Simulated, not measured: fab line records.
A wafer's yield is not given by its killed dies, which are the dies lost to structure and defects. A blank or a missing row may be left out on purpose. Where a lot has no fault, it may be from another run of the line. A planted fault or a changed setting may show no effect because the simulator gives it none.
fab line records	flow n5Finfet
record: lots: 7	wafers: 39
route steps=1938 shown FIN_SAQP@130 ILD0@342 BEOL_M1@751 BEOL_M3@933 BEOL_M7@1263 BEOL_M11@1539 BEOL_M14@1751
startH: hours from the record's opening day to when the first of the lot's shown wafers began	waitH: hours elapsed since this lot's preceding step	" as in the row above	L1.1+2: one row covering several wafers at once	- either no value or no given start	* or withheld: withheld	< > ~ a bound
route shown NAME@n: names a module that has steps shown in the file, with the first one's number in the route	usual: the fault-free wafers' mean and standard deviation	same: alike in all rows	chamber/n: place in a boat	sites: readings site by site	_std_site: standard deviation across them	_edge_site: inner sites' mean taken away from outer sites' mean	radiusMm: for every site, how far away it sits from the centre of the wafer	mask NAME#n: copy n	behind: tool/chamber where the wafer was last shaped	hold: why the lot was held/for how many hours/how that ended	device: transistor that didn't switch, given as n, p or np	end of line: the tests these same wafers got at the end of their route	step lacking rows: just its recipe	killed: the dies lost at the first sort to structure and to defects; this is not the yield of the wafer	map: a wafer's dies, marking killed ones x, the rest . and places with no die _
set.NAME: the setting as run; set.NAME@STEP: as run at that earlier step	model.NAME: the simulator's own value behind a step, which no gauge read
lots run with intentionally changed settings; tables by step, rows by wafer
== steps ==
step: N5_FIN_SAQP_ETCH_65
recipe: chemistry: CF4	target: SiO2	targetDepthA: 40	ionEnergyEv: 350	timeS: 4.4	pressureMtorr: 10	icpW: 800	biasW: 400	cf4FlowSccm: 80
lot.wafer	tool	chamber	startH	waitH	set.timeS	model.etch.depthNm
L076.1	rieSi-02	0	37.31	0.1	4.4	4.068
L076.2	"	3	"	"	4.4	3.933
L076.3	"	2	"	"	4.4	4.025
L076.4	"	1	"	"	4.4	3.944
L076.5	"	3	"	"	4.4	3.92
L076.6	"	2	"	"	4.4	4.046
L077.1	rieSi-01	2	41.51	0.1	4.4	4.01
L077.2	"	0	"	"	6.655	5.97
L077.3	"	1	"	"	6.655	6.022
L077.4	"	3	"	"	6.655	5.954
L077.5	"	1	"	"	4.4	4.021
L077.6	"	0	"	"	4.4	3.917
L079.1	rieSi-01	3	53.83	0.1	4.4	4.002
L079.2	"	2	"	"	4.4	4.06
L079.3	"	0	"	"	3.168	2.867
L079.4	"	1	"	"	3.168	2.913
L079.5	"	2	"	"	4.4	4.084
L079.6	"	3	"	"	3.168	2.89
L081.1	rieSi-02	3	67.28	0.1	4.4	3.886
L081.2	"	2	"	"	4.4	4.027
L081.6	"	2	"	"	4.4	4.001
L089.1	rieSi-01	0	114.37	0.1	4.4	3.975
L089.2	"	1	"	"	4.4	4.068
L089.3	"	2	"	"	2.797	2.574
L089.4	"	2	"	"	4.4	4.059
L089.5	"	0	"	"	2.797	2.547
L089.6	"	1	"	"	2.797	2.578
L090.1	rieSi-04	2	120.09	0.1	4.4	3.979
L090.2	"	3	"	"	4.4	4.074
L090.3	"	0	"	"	4.4	3.966
L090.4	"	1	"	"	4.4	3.989
L090.5	"	2	"	"	4.4	4.024
L090.6	"	1	"	"	4.4	3.973
L095.1	rieSi-01	0	153.48	0.1	4.4	3.965
L095.2	"	2	"	"	4.4	4.083
L095.3	"	3	"	"	5.986	5.429
L095.4	"	1	"	"	5.986	5.504
L095.5	"	1	"	"	5.986	5.5
L095.6	"	0	"	"	4.4	3.973
step: N5_ILD0_PRECLEAN_10
recipe: chemistry: NF3:NH3	afsCycles: 5	timeS: 20	tempC: 30	sublimationTempC: 180	sublimationTimeS: 60	pressureTorr: 3	rfPowerW: 30
lot.wafer	tool	chamber	startH	waitH	set.timeS	model.SiO2_flowable_of_ILD0_FCVD_FILL_01.thkNm
L076.1	remotePlasma-01	1	76.34	0.0	20	118.4
L076.2	"	1	"	"	20	118.8
L076.3+4	"	1	"	"	16.58	122.2
L076.5	"	1	"	"	20	118.6
L076.6	"	1	"	"	16.58	121
L077.1	remotePlasma-01	0	81.02	0.0	20	120.2
L077.2	"	0	"	"	31.84	110.8
L077.3	"	0	"	"	20	120.4
L077.4	"	0	"	"	31.84	111.8
L077.5	"	0	"	"	31.84	111.2
L077.6	"	0	"	"	20	120
L079.1	remotePlasma-02	1	94.32	0.0	26.03	116
L079.2+4	"	1	"	"	20	120.2
L079.3	"	1	"	"	26.03	117
L079.5	"	1	"	"	20	120.6
L079.6	"	1	"	"	26.03	116.6
L081.1+2	remotePlasma-01	0	105.90	0.0	20	120.4
L081.6	"	0	"	"	20	120.6
L089.1+6	remotePlasma-01	0	155.28	0.0	20	118.8
L089.2	"	0	"	"	20	119
L089.3	"	0	"	"	23.74	116.6
L089.4	"	0	"	"	23.74	117.6
L089.5	"	0	"	"	23.74	116.8
L090.1	remotePlasma-02	0	156.38	0.0	20	121
L090.2+3	"	0	"	"	27.83	114.2
L090.4	"	0	"	"	20	119.4
L090.5	"	0	"	"	27.83	114.6
L090.6	"	0	"	"	20	120.4
L095.1+2	remotePlasma-02	0	229.34	0.0	20	119.2
L095.3+6	"	0	"	"	20	119.4
L095.4+5	"	0	"	"	20	119.6
step: N5_BEOL_M1_ILD_DEP_00
recipe: material: SiOC	targetThkA: 790	tempC: 350	precursor: DEMS/O2	pressureTorr: 5	rfW: 500	timeS: 15.3
lot.wafer	tool	chamber	startH	waitH	set.targetThkA	model.SiOC_of_BEOL_M1_ILD_DEP_00.thkNm
L076.1	pecvd-01	1	136.60	0.0	790	77.4
L076.2	"	0	"	"	790	77.6
L076.3	"	2	"	"	356.4	35
L076.4	"	0	"	"	790	78.4
L076.5	"	1	"	"	356.4	34.8
L076.6	"	2	"	"	356.4	35.8
L077.1	pecvd-01	1	138.54	0.0	1012	101.2
L077.2	"	2	"	"	1012	102.4
L077.3	"	0	"	"	790	80.4
L077.4	"	2	"	"	790	80
L077.5	"	1	"	"	790	81.8
L077.6	"	0	"	"	1012	103.8
L079.1	pecvd-02	2	151.54	0.0	919.8	91
L079.2	"	0	"	"	790	78
L079.3	"	0	"	"	790	79.6
L079.4	"	2	"	"	919.8	91.8
L079.5	"	2	"	"	919.8	92.2
L079.6	"	0	"	"	790	78.8
L081.1+2	pecvd-04	1,2	172.42	0.0	790	78.4
L081.6	"	2	"	"	790	80.2
L089.1	pecvd-01	2	269.77	0.0	790	78.8
L089.2	"	1	"	"	790	79.2
L089.3	"	0	"	"	790	79
L089.4	"	1	"	"	790	79.8
L089.5	"	0	"	"	790	80.2
L089.6	"	2	"	"	790	80
L090.1	pecvd-01	0	270.22	0.0	790	78.4
L090.2+6	"	2,1	"	"	604.4	60
L090.3	"	1	"	"	604.4	59.6
L090.4	"	2	"	"	790	79.4
L090.5	"	0	"	"	790	79.2
L095.1	pecvd-01	2	307.66	0.0	790	77
L095.2	"	0	"	"	790	77.6
L095.3	"	1	"	"	1020	99
L095.4	"	1	"	"	1020	102.2
L095.5	"	0	"	"	790	79
L095.6	"	2	"	"	1020	102.4
step: N5_BEOL_M1_THK_MEAS_01
recipe: reads: SiOC_of_BEOL_M1_ILD_DEP_00
usual: M1_ILD_THK: 78.9/0.93
lot.wafer	tool	chamber	startH	waitH	set.targetThkA@BEOL_M1_ILD_DEP_00	M1_ILD_THK[nm]
L076.1	filmMetro-01	-	136.66	0.0	790	77.5
L076.2	"	-	"	"	790	77.7
L076.3	"	-	"	"	356.4	35.0
L076.4	"	-	"	"	790	78.3
L076.5	"	-	"	"	356.4	34.8
L076.6	"	-	"	"	356.4	35.8
L077.1	filmMetro-02	-	138.61	0.0	1012	101.2
L077.2	"	-	"	"	1012	102.3
L077.3	"	-	"	"	790	80.5
L077.4	"	-	"	"	790	80.1
L077.5	"	-	"	"	790	81.9
L077.6	"	-	"	"	1012	103.9
L079.1	filmMetro-02	-	151.63	0.1	919.8	90.9
L079.2	"	-	"	"	790	77.9
L079.3	"	-	"	"	790	79.6
L079.4	"	-	"	"	919.8	91.8
L079.5	"	-	"	"	919.8	92.1
L079.6	"	-	"	"	790	78.9
L081.1	filmMetro-01	-	172.49	0.0	790	78.3
L081.2	"	-	"	"	790	78.4
L081.6	"	-	"	"	790	80.2
L089.1	filmMetro-02	-	269.84	0.0	790	78.7
L089.2	"	-	"	"	790	79.1
L089.3	"	-	"	"	790	79.1
L089.4	"	-	"	"	790	79.8
L089.5	"	-	"	"	790	80.3
L089.6	"	-	"	"	790	80.0
L090.1	filmMetro-02	-	270.29	0.0	790	78.4
L090.2	"	-	"	"	604.4	60.0
L090.3	"	-	"	"	604.4	59.7
L090.4	"	-	"	"	790	79.4
L090.5	"	-	"	"	790	79.2
L090.6	"	-	"	"	604.4	60.0
L095.1	filmMetro-01	-	307.73	0.0	790	76.9
L095.2	"	-	"	"	790	77.6
L095.3	"	-	"	"	1020	99.1
L095.4	"	-	"	"	1020	102.2
L095.5	"	-	"	"	790	79.0
L095.6	"	-	"	"	1020	102.4
step: N5_BEOL_M3_PECVD_72
recipe: material: SiO2	targetThkA: 160	tempC: 400	precursor: TEOS/O2	pressureTorr: 5.5	rfW: 450	teosFlowSccm: 53.8	gas: O2	flowSccm: 3000	timeS: 18
lot.wafer	tool	chamber	startH	waitH	set.timeS	model.SiO2_of_BEOL_M3_PECVD_72.thkNm
L076.1+6	pecvd-02	2,0	174.90	0.0	18	16.2
L076.2	"	0	"	"	18	16
L076.3+4	"	0,2	"	"	18	16.4
L076.5	"	2	"	"	18	16.8
L077.1	pecvd-04	2	180.76	0.0	23.05	19.8
L077.2	"	0	"	"	18	15.6
L077.3+4	"	1,2	"	"	18	16
L077.5	"	1	"	"	23.05	20.4
L077.6	"	0	"	"	23.05	20.6
L079.1+3	pecvd-02	0,2	219.75	0.0	7.933	7.2
L079.2	"	1	"	"	18	15.8
L079.4	"	2	"	"	7.933	7.4
L079.5	"	0	"	"	18	16
L079.6	"	1	"	"	18	16.2
L081.1+2	pecvd-03	0,1	230.66	0.0	18	16
L081.6	"	1	"	"	18	16.2
L089.1	pecvd-03	2	288.85	0.0	23.47	20.4
L089.2	"	1	"	"	18	15.8
L089.3+6	"	0	"	"	23.47	20.8
L089.4+5	"	2,1	"	"	18	16
L090.1	pecvd-04	1	293.08	0.0	18	15.8
L090.2	"	2	"	"	18	15.6
L090.3	"	0	"	"	25.39	22.2
L090.4	"	1	"	"	18	16.2
L090.5+6	"	2,0	"	"	25.39	22.4
L095.1	pecvd-02	1	327.51	0.0	11.07	10.2
L095.2+6	"	2	"	"	18	16.4
L095.3	"	0	"	"	18	15.8
L095.4+5	"	0,1	"	"	11.07	10.4
step: N5_BEOL_M7_ILD_DEP_00
recipe: material: SiCOH_lowk	targetThkA: 1797.5	tempC: 300	precursor: DEMS/porogen	pressureTorr: 5	rfW: 500	timeS: 33.4
lot.wafer	tool	chamber	startH	waitH	set.targetThkA	model.SiCOH_lowk_of_BEOL_M7_ILD_DEP_00.thkNm
L077.1	pecvd-03	2	254.96	0.0	1797.5	176.4
L077.2	"	0	"	"	1797.5	178.2
L077.3	"	1	"	"	891	89
L077.4	"	1	"	"	1797.5	180.8
L077.5	"	2	"	"	891	90.2
L077.6	"	0	"	"	891	88.2
L076.1	pecvd-04	2	263.64	0.0	1797.5	177.8
L076.2	"	1	"	"	1797.5	178
L076.3	"	0	"	"	1797.5	176.6
L076.4	"	2	"	"	1797.5	179.4
L076.5	"	0	"	"	1797.5	180.2
L076.6	"	1	"	"	1797.5	180.6
L079.1	pecvd-02	2	269.55	0.0	1797.5	174.4
L079.2	"	0	"	"	1797.5	175.6
L079.3	"	1	"	"	2414	237.6
L079.4	"	1	"	"	2414	241.6
L079.5	"	0	"	"	1797.5	179.4
L079.6	"	2	"	"	2414	239.2
L081.1	pecvd-03	1	275.42	0.0	1797.5	178.2
L081.2+6	"	0,1	"	"	1797.5	180.4
L089.1	pecvd-02	0	333.34	0.0	1797.5	179.2
L089.2	"	1	"	"	1797.5	182.2
L089.3	"	2	"	"	1260	125
L089.4	"	1	"	"	1260	128
L089.5	"	2	"	"	1797.5	183.6
L089.6	"	0	"	"	1260	128.2
L090.1	pecvd-02	1	345.31	0.0	1797.5	178
L090.2	"	2	"	"	1797.5	176.8
L090.3	"	0	"	"	2268	223.8
L090.4	"	1	"	"	2268	228.8
L090.5	"	2	"	"	2268	229
L090.6	"	0	"	"	1797.5	180.8
L095.1	pecvd-04	2	385.22	0.0	1797.5	177
L095.2	"	0	"	"	1797.5	176
L095.3	"	1	"	"	1797.5	180
L095.4	"	0	"	"	1797.5	180.4
L095.5	"	2	"	"	1797.5	179
L095.6	"	1	"	"	1797.5	179.6
step: N5_BEOL_M7_CURE_74
recipe: tempC: 385	timeS: 240	ambient: He/Ar	material: SiCOH_lowk
lot.wafer	tool	chamber	startH	waitH	set.targetThkA@BEOL_M7_ILD_DEP_00	model.SiCOH_lowk_of_BEOL_M7_ILD_DEP_00.thkNm
L077.1	uvCure-01	0	255.02	0.0	1797.5	152.2
L077.2	"	0	"	"	1797.5	153.8
L077.3	"	0	"	"	891	76.4
L077.4	"	0	"	"	1797.5	155.8
L077.5	"	0	"	"	891	77.4
L077.6	"	0	"	"	891	75.6
L076.1	uvCure-01	0	263.72	0.1	1797.5	153.4
L076.2	"	0	"	"	1797.5	153.6
L076.3	"	0	"	"	1797.5	152.2
L076.4	"	0	"	"	1797.5	154.8
L076.5	"	0	"	"	1797.5	155.4
L076.6	"	0	"	"	1797.5	155.8
L079.1	uvCure-01	0	269.62	0.0	1797.5	150.2
L079.2	"	0	"	"	1797.5	151.4
L079.3	"	0	"	"	2414	205.6
L079.4	"	0	"	"	2414	209
L079.5	"	0	"	"	1797.5	154.8
L079.6	"	0	"	"	2414	207
L081.1	uvCure-01	0	275.49	0.0	1797.5	153.6
L081.2+6	"	0	"	"	1797.5	155.6
L089.1	uvCure-01	0	333.40	0.0	1797.5	154.4
L089.2	"	0	"	"	1797.5	157.2
L089.3	"	0	"	"	1260	107.4
L089.4	"	0	"	"	1260	110
L089.5	"	0	"	"	1797.5	158.4
L089.6	"	0	"	"	1260	110.2
L090.1	uvCure-01	2	345.65	0.3	1797.5	153.4
L090.2	"	2	"	"	1797.5	152.4
L090.3	"	2	"	"	2268	193.4
L090.4	"	2	"	"	2268	197.8
L090.5	"	2	"	"	2268	198
L090.6	"	2	"	"	1797.5	156
L095.1	uvCure-02	0	385.29	0.0	1797.5	152.6
L095.2	"	0	"	"	1797.5	151.6
L095.3	"	0	"	"	1797.5	155.2
L095.4	"	0	"	"	1797.5	155.6
L095.5	"	0	"	"	1797.5	154.2
L095.6	"	0	"	"	1797.5	154.8
step: N5_BEOL_M7_THK_MEAS_01
recipe: reads: SiCOH_lowk_of_BEOL_M7_ILD_DEP_00
usual: M7_ILD_THK: 154.2/1.8
lot.wafer	tool	chamber	startH	waitH	set.targetThkA@BEOL_M7_ILD_DEP_00	M7_ILD_THK[nm]
L077.1	filmMetro-02	-	255.54	0.4	1797.5	152.1
L077.2	"	-	"	"	1797.5	153.7
L077.3	"	-	"	"	891	76.3
L077.4	"	-	"	"	1797.5	155.9
L077.5	"	-	"	"	891	77.3
L077.6	"	-	"	"	891	75.7
L076.1	filmMetro-01	-	264.23	0.4	1797.5	153.4
L076.2	"	-	"	"	1797.5	153.5
L076.3	"	-	"	"	1797.5	152.1
L076.4	"	-	"	"	1797.5	154.8
L076.5	"	-	"	"	1797.5	155.4
L076.6	"	-	"	"	1797.5	155.9
L079.1	filmMetro-01	-	270.13	0.4	1797.5	150.3
L079.2	"	-	"	"	1797.5	151.3
L079.3	"	-	"	"	2414	205.5
L079.4	"	-	"	"	2414	209.2
L079.5	"	-	"	"	1797.5	154.8
L079.6	"	-	"	"	2414	206.8
L081.1	filmMetro-02	-	276.00	0.4	1797.5	153.5
L081.2	"	-	"	"	1797.5	155.5
L081.6	"	-	"	"	1797.5	155.6
L089.1	filmMetro-01	-	334.39	0.8	1797.5	154.5
L089.2	"	-	"	"	1797.5	157.1
L089.3	"	-	"	"	1260	107.4
L089.4	"	-	"	"	1260	110.0
L089.5	"	-	"	"	1797.5	158.5
L089.6	"	-	"	"	1260	110.2
L090.1	filmMetro-02	-	346.16	0.4	1797.5	153.6
L090.2	"	-	"	"	1797.5	152.2
L090.3	"	-	"	"	2268	193.3
L090.4	"	-	"	"	2268	197.9
L090.5	"	-	"	"	2268	198.0
L090.6	"	-	"	"	1797.5	156.0
L095.1	filmMetro-02	-	385.80	0.4	1797.5	152.6
L095.2	"	-	"	"	1797.5	151.6
L095.3	"	-	"	"	1797.5	155.0
L095.4	"	-	"	"	1797.5	155.7
L095.5	"	-	"	"	1797.5	154.2
L095.6	"	-	"	"	1797.5	154.8
step: N5_BEOL_M11_PECVD_70
recipe: material: SiO2	targetThkA: 200	tempC: 400	precursor: TEOS/O2	pressureTorr: 5.5	rfW: 450	teosFlowSccm: 53.8	gas: O2	flowSccm: 3000	timeS: 22.7
lot.wafer	tool	chamber	startH	waitH	set.timeS	model.SiO2_of_BEOL_M11_PECVD_70.thkNm
L077.1	pecvd-02	2	286.69	0.1	22.7	19.8
L077.2	"	0	"	"	22.7	20
L077.3+4+5	"	1,2,1	"	"	22.7	20.2
L077.6	"	0	"	"	22.7	20.4
L076.1+3	pecvd-03	2,0	294.64	0.0	22.7	19.8
L076.2	"	1	"	"	22.7	20
L076.4+5	"	0,2	"	"	22.7	20.4
L076.6	"	1	"	"	22.7	20.2
L079.1+2+3	pecvd-03	1,0,2	296.96	0.0	22.7	20.2
L079.4+5	"	0,1	"	"	30.21	27
L079.6	"	2	"	"	30.21	26.6
L081.1+2	pecvd-02	1,0	307.88	0.0	22.7	20
L081.6	"	1	"	"	22.7	20.4
L089.1	pecvd-02	2	368.33	0.0	22.7	19.4
L089.2+6	"	1	"	"	22.7	19.6
L089.3+4	"	0	"	"	13.74	12.2
L089.5	"	2	"	"	13.74	12
L090.1	pecvd-04	2	381.56	0.0	22.7	19.6
L090.2	"	0	"	"	17.07	15
L090.3	"	1	"	"	22.7	19.8
L090.4	"	2	"	"	22.7	20
L090.5	"	0	"	"	17.07	15.2
L090.6	"	1	"	"	17.07	15.4
L095.1	pecvd-04	0	417.11	0.0	29.63	26.2
L095.2	"	2	"	"	22.7	19.8
L095.3	"	1	"	"	29.63	26
L095.4	"	1	"	"	22.7	20.4
L095.5	"	2	"	"	22.7	20.2
L095.6	"	0	"	"	29.63	26.6
step: N5_BEOL_M11_HM_DEP_02
recipe: material: TiN	targetThkA: 200	tempC: 25	chamberPressurePa: 0.49996
step: N5_BEOL_M11_COAT_59
recipe: resist: SOC	tempC: 250	timeS: 60	spinRpm: 1500	resistThkNm: 100
step: N5_BEOL_M11_ECD_50
recipe: material: Cu	targetThkA: 3180
step: N5_BEOL_M11_ANNEAL_51
recipe: tempC: 225	timeS: 90	ambient: N2
step: N5_BEOL_M11_CMP_52
recipe: stopOn: SiCOH_lowk	tOverpolishS: 7	downForcePsi: 1	platenRpm: 50	clearingPlatenDownForcePsi: 1.5	clearingPlatenRpm: 50	postCmpClean: cuAlkaline	targetThkNm: 140	clearingPlatenPadVelocityMS: 0.99484	padVelocityMS: 0.99484
usual: barrierFieldEndpointS: 29.1/0.57
lot.wafer	tool	chamber	startH	waitH	set.timeS@BEOL_M11_PECVD_70	barrierFieldEndpointS
L077.4	cmp-01	0	293.18	0.1	22.7	28.6
L077.1	"	1	"	"	22.7	28.4
L077.3	"	2	"	"	22.7	28.7
L077.2	"	3	"	"	22.7	28.1
L077.6	"	0	"	"	22.7	29.3
L077.5	"	1	"	"	22.7	28.9
L076.3	cmp-01	2	306.57	0.2	22.7	28.8
L076.4	"	3	"	"	22.7	29.5
L076.1	"	0	"	"	22.7	28.8
L076.2	"	1	"	"	22.7	29.0
L076.6	"	2	"	"	22.7	29.5
L076.5	"	3	"	"	22.7	28.9
L079.3	cmp-03	2	307.31	0.2	22.7	28.5
L079.4	"	3	"	"	30.21	37.1
L079.2	"	0	"	"	22.7	29.0
L079.1	"	1	"	"	22.7	29.6
L079.6	"	2	"	"	30.21	36.6
L079.5	"	3	"	"	30.21	38.4
L081.2	cmp-01	0	312.45	0.3	22.7	29.4
L081.1	"	1	"	"	22.7	29.4
L081.6	"	0	"	"	22.7	30.3
L089.3	cmp-02	3	374.87	0.2	13.74	19.6
L089.4	"	0	"	"	13.74	19.1
L089.2	"	1	"	"	22.7	28.2
L089.1	"	2	"	"	22.7	27.7
L089.6	"	3	"	"	22.7	28.4
L089.5	"	0	"	"	13.74	19.4
L090.3	cmp-03	3	389.83	0.2	22.7	29.8
L090.1	"	0	"	"	22.7	28.7
L090.4	"	1	"	"	22.7	29.2
L090.2	"	2	"	"	17.07	22.7
L090.5	"	3	"	"	17.07	23.6
L090.6	"	0	"	"	17.07	22.8
L095.2	cmp-03	3	424.13	0.2	22.7	29.1
L095.1	"	0	"	"	29.63	36.7
L095.4	"	1	"	"	22.7	29.7
L095.3	"	2	"	"	29.63	37.0
L095.6	"	3	"	"	29.63	37.0
L095.5	"	0	"	"	22.7	29.3
step: N5_BEOL_M14_ETCH_68
recipe: chemistry: N2/H2	target: SOC	maskMaterial: SiARC	sourceW: 3000	biasW: 350	tempC: 40	timeS: 450	ionEnergyEv: 200	pressureMtorr: 30	n2FlowSccm: 200	h2FlowSccm: 200
lot.wafer	tool	chamber	startH	waitH	set.timeS	model.SiARC_of_BEOL_M14_COAT_66.thkNm
L077.1	rieDiel-01	2	314.29	0.1	450	63.8
L077.2	"	1	"	"	450	64
L077.3	"	3	"	"	450	64.6
L077.4	"	3	"	"	324.5	77.4
L077.5	"	1	"	"	324.5	76.8
L077.6	"	2	"	"	324.5	76.4
L076.1	rieDiel-04	1	316.85	0.1	227.7	88.2
L076.2	"	3	"	"	450	66.2
L076.3	"	2	"	"	227.7	87.8
L076.4	"	0	"	"	450	65.4
L076.5	"	1	"	"	227.7	88
L076.6	"	0	"	"	450	65
L079.1+6	rieDiel-01	1	320.98	0.1	450	65.6
L079.2	"	3	"	"	450	66.4
L079.3+5	"	2	"	"	450	65.2
L079.4	"	3	"	"	450	66
L081.1	rieDiel-01	3	329.93	0.1	450	66
L081.2	"	2	"	"	450	65.2
L081.6	"	3	"	"	450	65.8
L089.1	rieDiel-01	0	388.70	0.1	450	64.6
L089.2+3+6	"	2,1,1	"	"	525.4	57.4
L089.4	"	3	"	"	450	65.8
L089.5	"	2	"	"	450	64.4
L090.1	rieDiel-04	1	410.90	0.1	450	65
L090.2	"	2	"	"	450	64.6
L090.3	"	0	"	"	450	64.8
L090.4	"	0	"	"	450	65.2
L090.5	"	1	"	"	450	65.4
L090.6	"	2	"	"	450	64.4
L095.1	rieDiel-04	1	436.54	0.1	214.6	88.6
L095.2	"	2	"	"	450	64
L095.3+4	"	0,3	"	"	214.6	88.4
L095.5+6	"	3,0	"	"	450	64.8
== key ==
split: step: N5_FIN_SAQP_ETCH_65	setting: timeS	stated: 4.4	by: wafer
response: step: N5_FIN_SAQP_ETCH_65	reading: model.etch.depthNm	change: +0.04	per: 1%	r: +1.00
split: step: N5_ILD0_PRECLEAN_10	setting: timeS	stated: 20	by: wafer
response: step: N5_ILD0_PRECLEAN_10	reading: model.SiO2_flowable_of_ILD0_FCVD_FILL_01.thkNm	change: -0.147	per: 1%	r: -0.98
split: step: N5_BEOL_M1_ILD_DEP_00	setting: targetThkA	stated: 790	by: wafer
response: step: N5_BEOL_M1_ILD_DEP_00	reading: model.SiOC_of_BEOL_M1_ILD_DEP_00.thkNm	change: +0.784	per: 1%	r: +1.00
response: step: N5_BEOL_M1_THK_MEAS_01	reading: M1_ILD_THK	change: +0.784	per: 1%	r: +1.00
split: step: N5_BEOL_M3_PECVD_72	setting: timeS	stated: 18	by: wafer
response: step: N5_BEOL_M3_PECVD_72	reading: model.SiO2_of_BEOL_M3_PECVD_72.thkNm	change: +0.156	per: 1%	r: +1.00
split: step: N5_BEOL_M7_ILD_DEP_00	setting: targetThkA	stated: 1797.5	by: wafer
response: step: N5_BEOL_M7_ILD_DEP_00	reading: model.SiCOH_lowk_of_BEOL_M7_ILD_DEP_00.thkNm	change: +1.81	per: 1%	r: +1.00
response: step: N5_BEOL_M7_CURE_74	reading: model.SiCOH_lowk_of_BEOL_M7_ILD_DEP_00.thkNm	change: +1.57	per: 1%	r: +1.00
response: step: N5_BEOL_M7_THK_MEAS_01	reading: M7_ILD_THK	change: +1.57	per: 1%	r: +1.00
split: step: N5_BEOL_M11_PECVD_70	setting: timeS	stated: 22.7	by: wafer
response: step: N5_BEOL_M11_PECVD_70	reading: model.SiO2_of_BEOL_M11_PECVD_70.thkNm	change: +0.194	per: 1%	r: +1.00
response: step: N5_BEOL_M11_CMP_52	reading: barrierFieldEndpointS	change: +0.239	per: 1%	r: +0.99
split: step: N5_BEOL_M14_ETCH_68	setting: timeS	stated: 450	by: wafer
response: step: N5_BEOL_M14_ETCH_68	reading: model.SiARC_of_BEOL_M14_COAT_66.thkNm	change: -0.456	per: 1%	r: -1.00
